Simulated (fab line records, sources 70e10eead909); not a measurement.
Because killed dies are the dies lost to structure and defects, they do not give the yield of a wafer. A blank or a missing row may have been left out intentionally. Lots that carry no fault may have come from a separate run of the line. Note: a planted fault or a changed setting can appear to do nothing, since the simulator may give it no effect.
fab line records	flow nand_harc	part 2 of 2: steps 5 to 6 of 6
[record] lots = 21	wafers = 63	last_day = 24
route steps=1159 shown A_CHANNEL_HOLE_D1@476 A_STAIRCASE@549
lots with no fault: from the same line, run without faults
start_h: the number of hours between the record's first day and the start of the first shown wafer of the lot	wait_h: how many hours have passed since the lot's step before this one	" unchanged from the row above	L1.1+2: a single row standing in for several wafers	- value missing, or start not given	* or withheld: withheld	< > ~ a bound
route shown NAME@n: NAME is a module with steps in the file, n the number in the route of the first one	usual: mean/standard deviation of fault-free wafers	same: alike in all rows	chamber/n: place in a boat	sites: per-site readings	_std_site: the standard deviation of these	_edge_site: inner sites' mean taken away from outer sites' mean	radius_mm: how far each site lies from the wafer's centre	mask NAME#n: copy n	behind: tool/chamber where the wafer was last shaped	hold: cause of the lot's hold/its duration in hours/its outcome	device: which transistor (n, p or np) failed to switch	end of line: at the end of the route, the tests of the same wafers	a step without rows: its recipe alone	killed: dies lost to structure and defects at the first sort, not the wafer's yield	map: shows each die of a wafer: x if killed, . if not, _ if none is there
set.NAME: the run value of the setting; set.NAME@STEP: its run value at that earlier step	model.NAME: the simulator's own value behind a step, which no gauge read
a sample of lots followed through the steps of the route, with each step as a table and each wafer as a row
services: a tool's chamber out of use, with start hour (start_h, from the record's first day; less than 0 if before it), hours out, and reason
[[steps]]
[step NHARC_A_STAIRCASE_TRIM_26]
[recipe] time_s = 211.2	o2_flow_sccm = 500	ar_flow_sccm = 0	bias_w = 0	chemistry = O2
[usual] drypump_motor_current_A = 5.6/0.38	o2_flow_sccm = 500.0/1.3	oes_product_au = 0.994/0.012	rf_vpp_V = 57.9/0.84	showerhead_plenum_p_Torr = 3.57/0.16	throttle_valve_pct = 17.034/0.011
[same] bias_w = 0
lot.wafer	tool	chamber	start_h	wait_h	drypump_motor_current_A	o2_flow_sccm	oes_product_au	rf_hours_counter_h	rf_vpp_V	showerhead_plenum_p_Torr	throttle_valve_pct
L074.2	rie_diel-07	2	-	-	6.3	500.4	0.993	61	57.8	3.26	17.036
L074.4	"	1	"	"	5.9	498.3	1.013	-	57.1	3.58	17.028
L074.6	"	0	"	"	5.3	500.0	0.979	-	59.3	3.72	17.025
L076.2	rie_diel-13	2	-	-	5.3	501.0	0.978	52	57.1	3.48	17.032
L076.1	"	3	"	"	5.5	500.8	0.988	49	57.4	3.30	17.030
L076.6	"	1	"	"	6.1	501.2	0.995	-	58.3	3.54	17.024
L075.3	rie_diel-13	1	-	-	6.1	498.1	1.000	51	58.6	3.54	17.055
L075.1	"	2	"	"	5.4	502.7	0.988	52	57.7	3.48	17.036
L075.6	"	1	"	"	6.1	501.0	1.009	-	58.9	3.54	17.031
L079.4	rie_diel-06	2	-	-	5.5	497.4	1.020	1	58.0	3.71	17.027
L079.1	"	3	"	"	4.8	499.3	0.991	3	58.2	3.69	17.046
L079.6	"	0	"	"	5.6	498.7	0.985	-	58.5	3.60	17.028
L078.1	rie_diel-13	0	-	-	5.9	499.5	0.996	61	55.5	3.28	17.034
L078.5	"	2	"	"	5.4	500.3	0.988	-	57.8	3.48	17.035
L078.6	"	3	"	"	5.5	499.7	1.006	-	57.6	3.30	17.050
L080.4	rie_diel-07	1	-	-	5.9	500.2	0.983	14	58.8	3.57	17.032
L080.1	"	2	"	"	6.3	500.1	0.991	14	58.4	3.80	17.038
L080.2	"	0	"	"	5.3	499.7	0.997	16	57.6	3.71	17.044
L082.4	rie_diel-06	0	-	-	5.7	500.4	1.000	10	57.3	3.60	17.025
L082.6	"	3	"	"	4.8	500.8	0.986	-	58.1	3.68	17.040
L082.5	"	0	"	"	5.7	501.3	1.000	-	58.0	3.60	17.034
L081.4	rie_diel-06	0	-	-	5.7	498.9	1.004	12	57.2	3.60	17.029
L081.2	"	1	"	"	5.7	502.6	0.972	12	57.4	3.44	17.018
L081.6	"	1	"	"	5.7	499.3	0.980	-	58.5	3.44	17.045
L083.2	rie_diel-07	1	-	-	5.9	499.3	0.978	22	57.4	3.56	17.022
L083.6	"	1	"	"	5.9	499.2	0.996	-	57.9	3.56	17.044
L083.5	"	2	"	"	6.3	500.5	0.984	-	57.2	3.79	17.036
L087.1	rie_diel-13	1	-	-	6.2	497.4	0.972	8	56.5	3.52	17.017
L087.6	"	3	"	"	5.5	498.1	0.994	-	56.9	3.29	17.053
L087.5	"	0	"	"	5.9	502.2	0.993	-	56.5	3.80	17.030
L086.2	rie_diel-06	3	-	-	4.8	499.5	0.990	19	58.0	3.68	17.032
L086.1	"	0	"	"	5.6	499.6	1.013	20	58.3	3.59	17.030
L086.5	"	1	"	"	5.7	500.6	0.994	-	57.2	3.44	17.049
L085.2	rie_diel-06	2	-	-	5.5	500.5	1.006	20	57.4	3.70	17.043
L085.3	"	0	"	"	5.6	498.7	1.004	24	57.5	3.59	17.016
L085.5	"	2	"	"	5.5	500.8	1.012	-	58.2	3.70	17.027
L089.2	rie_diel-13	1	-	-	6.1	498.5	0.994	16	57.7	3.52	17.024
L089.5	"	3	"	"	5.5	502.0	0.996	-	57.4	3.29	17.042
L089.6	"	1	"	"	6.1	496.4	0.980	-	56.8	3.52	17.040
L091.2	rie_diel-06	3	-	-	4.8	501.9	0.988	27	58.3	3.67	17.043
L091.4	"	0	"	"	5.7	500.1	0.996	28	59.0	3.59	17.009
L091.6	"	3	"	"	4.8	501.3	0.985	-	55.9	3.67	17.051
L090.4	rie_diel-07	3	-	-	5.7	500.4	1.023	38	58.2	3.59	17.037
L090.2	"	2	"	"	6.3	501.6	0.987	37	59.5	3.79	17.035
L090.5	"	3	"	"	5.8	500.6	1.012	-	59.3	3.59	17.050
L092.2	rie_diel-13	1	-	-	6.2	500.2	0.985	22	57.9	3.52	17.018
L092.4	"	3	"	"	5.5	501.0	1.011	-	57.7	3.29	17.024
L092.6	"	1	"	"	6.1	501.4	0.993	-	57.1	3.52	17.041
L094.2	rie_diel-06	2	-	-	5.5	498.4	1.010	36	58.2	3.69	17.045
L094.5	"	2	"	"	5.5	498.5	0.997	-	58.7	3.69	17.036
L094.6	"	3	"	"	4.8	499.5	0.990	-	58.9	3.67	17.036
L093.2	rie_diel-07	0	-	-	5.3	499.7	1.000	45	58.0	3.70	17.041
L093.1	"	2	"	"	6.3	502.8	0.994	49	58.5	3.78	17.048
L093.6	"	0	"	"	5.3	498.7	0.992	-	57.8	3.70	17.026
L095.3	rie_diel-07	1	-	-	5.9	501.4	0.990	47	59.3	3.55	17.028
L095.1	"	0	"	"	5.3	500.4	1.009	45	57.0	3.70	17.010
L095.6	"	2	"	"	6.3	501.6	0.987	-	58.5	3.78	17.046
L096.1	rie_diel-06	2	-	-	5.5	500.2	1.013	39	59.9	3.69	17.046
L096.4	"	0	"	"	5.7	502.3	1.004	43	57.1	3.58	17.026
L096.5	"	2	"	"	5.5	501.4	1.011	-	58.1	3.69	17.037
L097.4	rie_diel-13	3	-	-	5.5	498.4	1.009	33	55.6	3.28	17.039
L097.3	"	1	"	"	6.1	502.9	0.963	35	58.1	3.51	17.026
L097.6	"	3	"	"	5.5	500.0	0.996	-	57.0	3.28	17.037
[step NHARC_A_STAIRCASE_ETCH_194]
[recipe] target_depth_a = 1000	time_s = 40.5	ion_energy_ev = 400	c4f8_flow_sccm = 20	o2_flow_sccm = 10	ar_flow_sccm = withheld	rf_w = 600	bias_w = 1000	chemistry = C4F8/O2
[usual] bias_w = 1000/3.1	oes_product_au = 0.937/0.013	rf_vpp_V = 899/5
lot.wafer	tool	chamber	start_h	wait_h	bias_w	oes_product_au	rf_hours_counter_h	rf_vpp_V
L074.2	rie_diel-06	0	-	-	996	0.934	56	898
L074.4	"	3	"	"	1003	0.937	-	901
L074.6	"	0	"	"	1000	0.928	-	899
L076.1	rie_diel-07	2	-	-	1007	0.933	6	905
L076.2	"	0	"	"	1000	0.922	5	901
L076.6	"	1	"	"	1002	0.927	-	896
L075.1	rie_diel-07	0	-	-	997	0.928	5	902
L075.3	"	1	"	"	1003	0.935	6	898
L075.6	"	1	"	"	1005	0.931	-	897
L079.4	rie_diel-06	3	-	-	1002	0.933	3	901
L079.1	"	0	"	"	1000	0.946	3	899
L079.6	"	2	"	"	1002	0.969	-	902
L078.1	rie_diel-13	0	-	-	1003	0.927	62	886
L078.6	"	0	"	"	1002	0.924	-	886
L078.5	"	1	"	"	1001	0.929	-	895
L080.4	rie_diel-07	3	-	-	1003	0.957	17	897
L080.1	"	1	"	"	1001	0.925	16	898
L080.2	"	2	"	"	1001	0.929	16	905
L082.4	rie_diel-07	1	-	-	996	0.918	19	898
L082.5	"	2	"	"	1004	0.930	-	906
L082.6	"	3	"	"	1003	0.964	-	898
L081.2	rie_diel-07	1	-	-	1002	0.933	20	896
L081.4	"	3	"	"	1007	0.959	21	897
L081.6	"	2	"	"	1000	0.923	-	905
L083.2	rie_diel-06	1	-	-	998	0.923	16	892
L083.5	"	0	"	"	1004	0.945	-	898
L083.6	"	1	"	"	999	0.928	-	894
L087.1	rie_diel-07	3	-	-	1005	0.965	29	897
L087.5	"	3	"	"	1003	0.958	-	899
L087.6	"	0	"	"	999	0.934	-	903
L086.2	rie_diel-07	0	-	-	1000	0.939	29	902
L086.1	"	2	"	"	1001	0.925	30	906
L086.5	"	1	"	"	1000	0.936	-	897
L085.2	rie_diel-13	3	-	-	996	0.951	12	888
L085.3	"	0	"	"	995	0.936	11	906
L085.5	"	2	"	"	1005	0.934	-	892
L089.2	rie_diel-07	3	-	-	1000	0.956	35	901
L089.5	"	2	"	"	1003	0.923	-	905
L089.6	"	3	"	"	1000	0.965	-	897
L091.2	rie_diel-13	0	-	-	999	0.941	19	906
L091.6	"	3	"	"	1000	0.934	-	886
L091.4	"	1	"	"	1004	0.919	-	896
L090.2	rie_diel-06	0	-	-	996	0.947	33	898
L090.4	"	1	"	"	994	0.936	30	895
L090.5	"	2	"	"	1004	0.956	-	902
L092.2	rie_diel-13	3	-	-	1006	0.940	23	887
L092.4	"	1	"	"	999	0.938	23	895
L092.6	"	3	"	"	997	0.927	-	887
L094.2	rie_diel-06	2	-	-	998	0.957	37	902
L094.6	"	2	"	"	997	0.958	-	902
L094.5	"	3	"	"	998	0.926	-	901
L093.1	rie_diel-06	1	-	-	1002	0.925	39	892
L093.2	"	2	"	"	999	0.943	37	902
L093.6	"	0	"	"	995	0.936	-	898
L095.1	rie_diel-07	3	-	-	1007	0.959	48	897
L095.3	"	0	"	"	1000	0.929	46	902
L095.6	"	1	"	"	1001	0.927	-	896
L096.4	rie_diel-07	3	-	-	996	0.953	51	898
L096.1	"	1	"	"	1006	0.935	51	895
L096.5	"	2	"	"	999	0.920	-	904
L097.3	rie_diel-13	1	-	-	998	0.940	36	895
L097.4	"	0	"	"	999	0.938	36	904
L097.6	"	1	"	"	1000	0.937	-	896
[[services]]
tool	chamber	start_h	hours	kind
rie_diel-06	0	146.76	-	clean
rie_diel-06	1	146.76	-	clean
rie_diel-06	2	146.76	-	clean
rie_diel-06	3	146.76	-	clean
rie_diel-07	0	158.93	-	clean
rie_diel-07	1	158.93	-	clean
rie_diel-07	2	158.93	-	clean
rie_diel-07	3	158.93	-	clean
rie_diel-06	2	166.59	1.2	repair
rie_diel-13	1	168.66	1.4	repair
rie_diel-13	3	218.18	5.8	repair
rie_diel-07	3	222.34	4.9	repair
rie_diel-06	2	225.22	6.5	repair
rie_diel-07	-	228.74	9.0	pm
rie_diel-06	2	239.20	17.2	repair
rie_diel-06	-	241.58	9.0	pm
rie_diel-13	-	276.13	9.0	pm
rie_diel-13	2	286.64	8.8	repair
rie_diel-06	1	303.21	7.4	repair
rie_diel-07	1	304.31	1.4	repair
har_etch-01	-	305.00	17.0	pm
rie_diel-06	-	323.32	2.1	repair
rie_diel-07	-	325.65	0.8	repair
rie_diel-06	0	338.06	2.3	repair
